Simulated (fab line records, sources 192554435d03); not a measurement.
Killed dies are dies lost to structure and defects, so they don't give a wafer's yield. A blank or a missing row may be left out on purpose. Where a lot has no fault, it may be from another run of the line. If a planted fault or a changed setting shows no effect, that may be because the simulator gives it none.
Which of the tools did it?    flow n5Finfet    20 lots, 60 wafers sampled, at 6 steps of a route of 1938

== WHAT THE GAUGES READ, wafer by wafer ==
N5_MOL_CONTACT_COAG_CD_MEAS_08: target cd 28 nm. Usual: cdNm reads 28.05 nm (standard deviation 0.24).
lot   measured      on        cdNm (nm)          flag
L074  day 4 14:26   cdSem-03  28.16 27.64 28.15  
L075  day 4 22:52   cdSem-01  28.41 28.70 28.22  
L076  day 5 04:05   cdSem-02  28.26 28.01 27.91  
L077  day 5 09:35   cdSem-01  27.98 27.68 28.28  
L078  day 5 13:36   cdSem-03  27.82 27.74 27.75  
L079  day 5 22:14   cdSem-02  28.05 27.48 28.08  
L080  day 6 08:56   cdSem-03  28.13 28.25 28.15  
L081  day 6 10:08   cdSem-03  28.35 28.18 28.31  
L082  day 6 17:28   cdSem-02  27.95 27.75 27.83  
L083  day 6 20:04   cdSem-03  27.88 27.64 28.10  
L084  day 7 01:06   cdSem-02  27.96 27.70 28.12  
L086  day 7 16:44   cdSem-01  27.98 28.03 27.91  
L087  day 8 03:50   cdSem-03  27.87 28.18 27.87  
L088  day 8 03:53   cdSem-02  28.51 28.40 28.68  
L089  day 8 09:04   cdSem-01  28.06 27.61 28.13  
L092  day 9 03:28   cdSem-03  28.05 28.03 28.37  
L093  day 9 08:07   cdSem-03  28.11 28.07 28.10  
L094  day 9 14:38   cdSem-02  28.20 27.92 27.96  
L095  day 9 20:23   cdSem-03  27.74 27.94 27.95  
L096  day 10 07:00  cdSem-02  28.33 28.36 27.89  

== WHICH TOOL RAN EACH LOT (tool, then ch and the chambers of the sampled wafers, then the start) ==
lot   N5_HKMG_FIN_STRIP_69                N5_GATE_CUT_DESCUM_18             N5_GATE_CUT_ETCH_28               N5_GATE_CUT_HM_OPEN_40            N5_GATE_CUT_CMP_23
L074  plasmaAsher-02 ch 0,1, day 4 04:55  rieDiel-06 ch 0,1,3, day 4 10:08  rieDiel-06 ch 0,1,3, day 4 10:10  rieDiel-06 ch 0,1,3, day 4 10:18  cmp-04 ch 0,3, day 4 13:04
L075  plasmaAsher-02 ch 0, day 4 11:51    rieDiel-03 ch 0,1,2, day 4 19:05  rieDiel-03 ch 0,1,2, day 4 19:07  rieDiel-03 ch 0,1,2, day 4 19:15  cmp-01 ch 0,2, day 4 21:25
L076  plasmaAsher-02 ch 0,1, day 4 18:34  rieDiel-03 ch 0,1,2, day 5 00:25  rieDiel-03 ch 0,1,2, day 5 00:28  rieDiel-03 ch 0,1,2, day 5 00:35  cmp-02 ch 1,3, day 5 02:47
L077  plasmaAsher-02 ch 1, day 5 00:01    rieDiel-06 ch 0,2, day 5 05:54    rieDiel-06 ch 0,2, day 5 05:56    rieDiel-06 ch 0,2, day 5 06:04    cmp-01 ch 0,1, day 5 08:15
L078  plasmaAsher-01 ch 1, day 5 04:35    rieDiel-06 ch 0,3, day 5 09:56    rieDiel-06 ch 0,3, day 5 09:58    rieDiel-06 ch 0,3, day 5 10:06    cmp-04 ch 1,3, day 5 12:18
L079  plasmaAsher-01 ch 0,1, day 5 11:56  rieDiel-06 ch 1,2,3, day 5 17:44  rieDiel-06 ch 1,2,3, day 5 17:47  rieDiel-06 ch 1,2,3, day 5 17:55  cmp-01 ch 0,3, day 5 20:44
L080  plasmaAsher-02 ch 1, day 5 23:40    rieDiel-05 ch 0,2,3, day 6 05:08  rieDiel-05 ch 0,2,3, day 6 05:10  rieDiel-05 ch 0,2,3, day 6 05:18  cmp-04 ch 0,1,2, day 6 07:28
L081  plasmaAsher-02 ch 0,1, day 6 00:17  rieDiel-06 ch 1,3, day 6 06:10    rieDiel-06 ch 1,3, day 6 06:11    rieDiel-06 ch 1,3, day 6 06:19    cmp-01 ch 1,3, day 6 08:48
L082  plasmaAsher-01 ch 0,1, day 6 08:26  rieDiel-03 ch 0,1,3, day 6 13:47  rieDiel-03 ch 0,1,3, day 6 13:49  rieDiel-03 ch 0,1,3, day 6 13:57  cmp-04 ch 0,1,2, day 6 16:10
L083  plasmaAsher-02 ch 0,1, day 6 09:47  rieDiel-06 ch 2,3, day 6 15:59    rieDiel-06 ch 2,3, day 6 16:02    rieDiel-06 ch 2,3, day 6 16:10    cmp-04 ch 0,3, day 6 18:37
L084  plasmaAsher-02 ch 0, day 6 15:48    rieDiel-06 ch 0,1,2, day 6 21:26  rieDiel-06 ch 0,1,2, day 6 21:28  rieDiel-06 ch 0,1,2, day 6 21:36  cmp-01 ch 0,1,3, day 6 23:50
L086  plasmaAsher-01 ch 0,1, day 7 07:11  rieDiel-05 ch 0,2,3, day 7 12:56  rieDiel-05 ch 0,2,3, day 7 12:58  rieDiel-05 ch 0,2,3, day 7 13:06  cmp-01 ch 0,2,3, day 7 15:20
L087  plasmaAsher-01 ch 0,1, day 7 12:20  rieDiel-05 ch 2,3, day 7 17:55    rieDiel-05 ch 2,3, day 7 17:57    rieDiel-05 ch 2,3, day 7 18:04    cmp-02 ch 0,2,3, day 7 20:21
L088  plasmaAsher-02 ch 0,1, day 7 17:44  rieDiel-06 ch 1,2,3, day 7 23:37  rieDiel-06 ch 1,2,3, day 7 23:38  rieDiel-06 ch 1,2,3, day 7 23:46  cmp-01 ch 1,3, day 8 02:20
L089  plasmaAsher-02 ch 0,1, day 7 23:44  rieDiel-06 ch 0,1,2, day 8 05:24  rieDiel-06 ch 0,1,2, day 8 05:26  rieDiel-06 ch 0,1,2, day 8 05:34  cmp-02 ch 0,2,3, day 8 07:44
L092  plasmaAsher-01 ch 0,1, day 8 18:11  rieDiel-05 ch 0,3, day 8 23:40    rieDiel-05 ch 0,3, day 8 23:42    rieDiel-05 ch 0,3, day 8 23:50    cmp-02 ch 1,2,3, day 9 02:07
L093  plasmaAsher-01 ch 0,1, day 8 22:32  rieDiel-03 ch 0,2, day 9 04:19    rieDiel-03 ch 0,2, day 9 04:21    rieDiel-03 ch 0,2, day 9 04:29    cmp-02 ch 0,2,3, day 9 06:41
L094  plasmaAsher-02 ch 0,1, day 9 05:29  rieDiel-06 ch 0,1,2, day 9 10:58  rieDiel-06 ch 0,1,2, day 9 11:00  rieDiel-06 ch 0,1,2, day 9 11:08  cmp-04 ch 0,1, day 9 13:20
L095  plasmaAsher-01 ch 0,1, day 9 11:11  rieDiel-05 ch 0,3, day 9 16:31    rieDiel-05 ch 0,3, day 9 16:33    rieDiel-05 ch 0,3, day 9 16:41    cmp-01 ch 0,1,2, day 9 19:07
L096  plasmaAsher-02 ch 0,1, day 9 21:40  rieDiel-03 ch 1,3, day 10 03:00   rieDiel-03 ch 1,3, day 10 03:02   rieDiel-03 ch 1,3, day 10 03:10   cmp-02 ch 1,3, day 10 05:40
- N5_HKMG_FIN_STRIP_69: strips in N2/H2, time 360 s.
- N5_GATE_CUT_DESCUM_18: chemistry O2, time 7 s.
- N5_GATE_CUT_ETCH_28: etches underlayer in N2/H2, target depth 13 nm, time 10.4 s.
- N5_GATE_CUT_HM_OPEN_40: chemistry C4F6/O2, target SiO2, target depth 139 nm, time 85.1 s.
- N5_GATE_CUT_CMP_23: polishes, stops on SiO2, t overpolish 23.4 s, target thk 16 nm.

== AS READ BY THE TOOLS THEMSELVES (means over the sampled wafers that have a number; for cases with no such wafer, the mark the record gives instead) ==
N5_HKMG_FIN_STRIP_69. Usual: drypumpMotorCurrentA 5.8 A, standard deviation 0.32; heaterPowerW 444 W, standard deviation 43.
lot   tool            drypumpMotorCurrentA (A)  heaterPowerW (W)  flag
L074  plasmaAsher-02  5.9                       447               
L075  plasmaAsher-02  6.1                       459               
L076  plasmaAsher-02  6.0                       449               
L077  plasmaAsher-02  5.8                       446               
L078  plasmaAsher-01  5.6                       361               
L079  plasmaAsher-01  5.5                       413               
L080  plasmaAsher-02  5.8                       442               
L081  plasmaAsher-02  6.0                       454               
L082  plasmaAsher-01  5.5                       410               
L083  plasmaAsher-02  6.0                       454               
L084  plasmaAsher-02  6.2                       461               
L086  plasmaAsher-01  5.5                       416               
L087  plasmaAsher-01  5.5                       410               
L088  plasmaAsher-02  6.0                       451               
L089  plasmaAsher-02  6.0                       444               
L092  plasmaAsher-01  5.5                       403               
L093  plasmaAsher-01  5.3                       457               
L094  plasmaAsher-02  5.9                       453               
L095  plasmaAsher-01  5.3                       458               
L096  plasmaAsher-02  5.9                       444               

N5_GATE_CUT_DESCUM_18. Usual: drypumpMotorCurrentA 5.7 A, standard deviation 0.38; o2FlowSccm 225.1 sccm, standard deviation 0.67; oesProductAu 0.79 a.u., standard deviation 0.058; rfVppV 243.4 V, standard deviation 1.5; showerheadPlenumPTorr 2.10 Torr, standard deviation 0.074; throttleValvePct 20.33 %, standard deviation 0.2.
lot   tool        drypumpMotorCurrentA (A)  o2FlowSccm (sccm)  oesProductAu (a.u.)  rfVppV (V)  showerheadPlenumPTorr (Torr)  throttleValvePct (%)  flag
L074  rieDiel-06  5.7                       225.8              0.79                 243.3       2.10                          20.27                 
L075  rieDiel-03  5.7                       225.0              0.83                 242.8       2.05                          20.11                 
L076  rieDiel-03  5.7                       224.8              0.83                 243.1       2.05                          20.12                 
L077  rieDiel-06  6.0                       224.8              0.79                 243.9       2.15                          20.51                 
L078  rieDiel-06  5.8                       226.3              0.77                 244.0       2.18                          20.19                 
L079  rieDiel-06  5.7                       225.4              0.79                 243.0       2.08                          20.45                 
L080  rieDiel-05  5.5                       225.3              0.79                 243.3       2.11                          20.39                 
L081  rieDiel-06  5.6                       225.1              0.80                 241.9       2.01                          20.38                 
L082  rieDiel-03  5.3                       224.8              0.85                 244.2       2.12                          20.24                 
L083  rieDiel-06  5.8                       225.1              0.77                 244.9       2.15                          20.40                 
L084  rieDiel-06  5.8                       225.3              0.78                 242.3       2.08                          20.44                 
L086  rieDiel-05  5.5                       224.1              0.79                 243.2       2.11                          20.42                 
L087  rieDiel-05  5.7                       225.4              0.81                 244.2       2.12                          20.35                 
L088  rieDiel-06  5.7                       224.6              0.77                 243.0       2.07                          20.47                 
L089  rieDiel-06  5.8                       225.1              0.77                 243.7       2.07                          20.45                 
L092  rieDiel-05  5.8                       225.1              0.72                 243.2       2.09                          20.57                 
L093  rieDiel-03  5.9                       225.1              0.74                 242.0       2.02                          20.13                 
L094  rieDiel-06  5.8                       226.0              0.77                 243.5       2.07                          20.46                 
L095  rieDiel-05  5.8                       225.5              0.72                 243.1       2.09                          20.57                 
L096  rieDiel-03  5.2                       225.0              0.83                 244.2       2.14                          20.31                 

N5_GATE_CUT_ETCH_28. Usual: biasW 150.1 W, standard deviation 0.43; drypumpMotorCurrentA 5.7 A, standard deviation 0.39; etchRfOnTimeS 10.35 s, standard deviation 0.27; oesProductAu 0.68 a.u., standard deviation 0.05; rfVppV 524.3 V, standard deviation 2.7; showerheadPlenumPTorr 2.56 Torr, standard deviation 0.093; throttleValvePct 17.78 %, standard deviation 0.23.
lot   tool        biasW (W)  drypumpMotorCurrentA (A)  etchRfOnTimeS (s)  oesProductAu (a.u.)  rfVppV (V)  showerheadPlenumPTorr (Torr)  throttleValvePct (%)  flag
L074  rieDiel-06  149.9      5.7                       10.19              0.68                 524.7       2.56                          17.79                 
L075  rieDiel-03  149.9      5.7                       10.14              0.72                 523.3       2.50                          17.49                 
L076  rieDiel-03  150.0      5.7                       10.09              0.71                 523.1       2.49                          17.49                 
L077  rieDiel-06  150.3      6.0                       10.28              0.68                 525.5       2.61                          17.96                 
L078  rieDiel-06  150.3      5.8                       10.31              0.66                 527.3       2.66                          17.66                 
L079  rieDiel-06  150.4      5.8                       10.50              0.67                 524.1       2.53                          17.96                 
L080  rieDiel-05  150.0      5.5                       10.42              0.68                 525.9       2.56                          17.78                 
L081  rieDiel-06  150.0      5.6                       10.42              0.68                 521.3       2.46                          17.95                 
L082  rieDiel-03  150.5      5.3                       10.26              0.72                 524.9       2.57                          17.63                 
L083  rieDiel-06  150.3      5.8                       10.55              0.66                 526.0       2.62                          17.85                 
L084  rieDiel-06  150.6      5.8                       10.15              0.67                 523.0       2.53                          17.95                 
L086  rieDiel-05  150.0      5.5                       10.50              0.67                 524.4       2.56                          17.79                 
L087  rieDiel-05  149.9      5.7                       10.31              0.70                 524.2       2.57                          17.80                 
L088  rieDiel-06  149.9      5.8                       10.52              0.66                 523.1       2.52                          17.99                 
L089  rieDiel-06  150.2      5.8                       10.22              0.67                 523.4       2.53                          17.98                 
L092  rieDiel-05  149.9      5.8                       10.74              0.62                 522.7       2.52                          17.95                 
L093  rieDiel-03  150.1      5.9                       10.06              0.65                 522.4       2.47                          17.60                 
L094  rieDiel-06  149.6      5.8                       10.25              0.66                 523.4       2.52                          17.98                 
L095  rieDiel-05  149.9      5.8                       10.71              0.62                 524.0       2.52                          17.96                 
L096  rieDiel-03  150.3      5.2                       10.45              0.71                 526.1       2.60                          17.71                 

N5_GATE_CUT_HM_OPEN_40. Usual: biasW 184.9 W, standard deviation 0.63; drypumpMotorCurrentA 5.7 A, standard deviation 0.38; etchRfOnTimeS 93.7 s, standard deviation 2.3; mfcArSccm 300.0 sccm, standard deviation 0.97; oes_ar_750_au 0.79 a.u., standard deviation 0.056; oes_f_703_au 0.80 a.u., standard deviation 0.058; oesProductAu 0.72 a.u., standard deviation 0.052; rfVppV 665 V, standard deviation 14; showerheadPlenumPTorr 2.86 Torr, standard deviation 0.1; throttleValvePct 20.85 %, standard deviation 0.18.
lot   tool        biasW (W)  drypumpMotorCurrentA (A)  etchRfOnTimeS (s)  mfcArSccm (sccm)  oes_ar_750_au (a.u.)  oes_f_703_au (a.u.)  oesProductAu (a.u.)  rfVppV (V)  showerheadPlenumPTorr (Torr)  throttleValvePct (%)  flag
L074  rieDiel-06  184.8      5.7                       92.4               299.1             0.79                  0.79                 0.72                 674         2.86                          20.81                 
L075  rieDiel-03  184.6      5.7                       91.6               299.9             0.84                  0.84                 0.75                 663         2.80                          20.65                 
L076  rieDiel-03  184.3      5.7                       90.8               300.3             0.84                  0.84                 0.75                 663         2.80                          20.63                 
L077  rieDiel-06  184.6      6.0                       94.7               301.0             0.80                  0.81                 0.72                 659         2.91                          20.99                 
L078  rieDiel-06  185.7      5.8                       92.0               300.0             0.78                  0.78                 0.70                 675         2.96                          20.71                 
L079  rieDiel-06  184.5      5.7                       94.2               299.4             0.79                  0.78                 0.72                 667         2.83                          21.00                 
L080  rieDiel-05  184.7      5.5                       93.2               300.1             0.81                  0.81                 0.72                 663         2.87                          20.89                 
L081  rieDiel-06  184.9      5.6                       91.6               300.1             0.79                  0.78                 0.72                 672         2.75                          20.91                 
L082  rieDiel-03  185.3      5.3                       92.9               300.7             0.84                  0.85                 0.76                 657         2.88                          20.76                 
L083  rieDiel-06  184.5      5.8                       95.5               301.4             0.77                  0.76                 0.69                 672         2.95                          21.04                 
L084  rieDiel-06  184.9      5.8                       93.5               299.9             0.79                  0.80                 0.71                 664         2.82                          20.90                 
L086  rieDiel-05  184.5      5.5                       94.7               300.4             0.79                  0.80                 0.71                 662         2.86                          20.89                 
L087  rieDiel-05  185.2      5.7                       93.0               299.6             0.81                  0.81                 0.74                 671         2.87                          20.84                 
L088  rieDiel-06  185.0      5.8                       93.1               300.6             0.77                  0.77                 0.70                 667         2.83                          21.02                 
L089  rieDiel-06  184.9      5.8                       92.5               300.9             0.78                  0.79                 0.71                 663         2.81                          20.93                 
L092  rieDiel-05  186.1      5.8                       96.8               299.7             0.74                  0.74                 0.65                 658         2.82                          20.95                 
L093  rieDiel-03  184.8      5.9                       91.9               299.7             0.75                  0.76                 0.69                 674         2.77                          20.65                 
L094  rieDiel-06  185.0      5.8                       94.9               299.9             0.77                  0.78                 0.69                 663         2.81                          20.93                 
L095  rieDiel-05  184.8      5.8                       97.2               300.5             0.74                  0.74                 0.65                 659         2.82                          20.97                 
L096  rieDiel-03  184.5      5.2                       95.0               299.7             0.83                  0.82                 0.74                 649         2.92                          20.90                 

N5_GATE_CUT_CMP_23. Usual: motorCurrentA 9.4 A, standard deviation 0.86; overpolishRunS 23.400 s, standard deviation 0.0085; platenRpm 51.80 rpm, standard deviation 0.03; timeToEndpointS 19.2 s, standard deviation 2.5.
lot   tool    motorCurrentA (A)  overpolishRunS (s)  platenRpm (rpm)  timeToEndpointS (s)  flag
L074  cmp-04  10.0               23.407              51.78            16.6                 
L075  cmp-01  10.5               23.406              51.81            18.5                 
L076  cmp-02  8.8                23.395              51.82            21.0                 
L077  cmp-01  10.4               23.400              51.85            21.3                 
L078  cmp-04  9.0                23.400              51.80            18.9                 
L079  cmp-01  10.6               23.395              51.81            18.6                 
L080  cmp-04  9.6                23.399              51.80            17.7                 
L081  cmp-01  9.0                23.398              51.80            21.0                 
L082  cmp-04  9.7                23.405              51.81            18.6                 
L083  cmp-04  9.4                23.408              51.80            19.5                 
L084  cmp-01  9.7                23.405              51.82            19.6                 
L086  cmp-01  9.8                23.408              51.79            18.2                 
L087  cmp-02  8.7                23.395              51.82            18.5                 
L088  cmp-01  9.3                23.410              51.79            19.1                 
L089  cmp-02  8.9                23.393              51.79            18.7                 
L092  cmp-02  9.1                23.404              51.78            22.7                 
L093  cmp-02  9.1                23.403              51.78            19.9                 
L094  cmp-04  9.3                23.395              51.79            16.4                 
L095  cmp-01  10.0               23.397              51.80            20.8                 
L096  cmp-02  8.6                23.403              51.82            20.6                 

== THE ANSWER, worked out from the rows above alone ==
Rule: a lot counts as off when the mean over its wafers that have a number is more than 3 standard deviations away from the usual mean. A lot without any number at a reading at which 4 lots or more have one is off too. The other lots that the step has rows for count as sound. First the gauges in route order, then the tools' own readings, where a lot's mean is used as printed above. The first step at which some lot is off is used, and at that step the reading that is off furthest; a lot without a number counts as furthest.
Across all readings shown, no lot is off: no conclusion can be drawn from this.

== WHAT THE SIMULATOR HAD PUT IN ==
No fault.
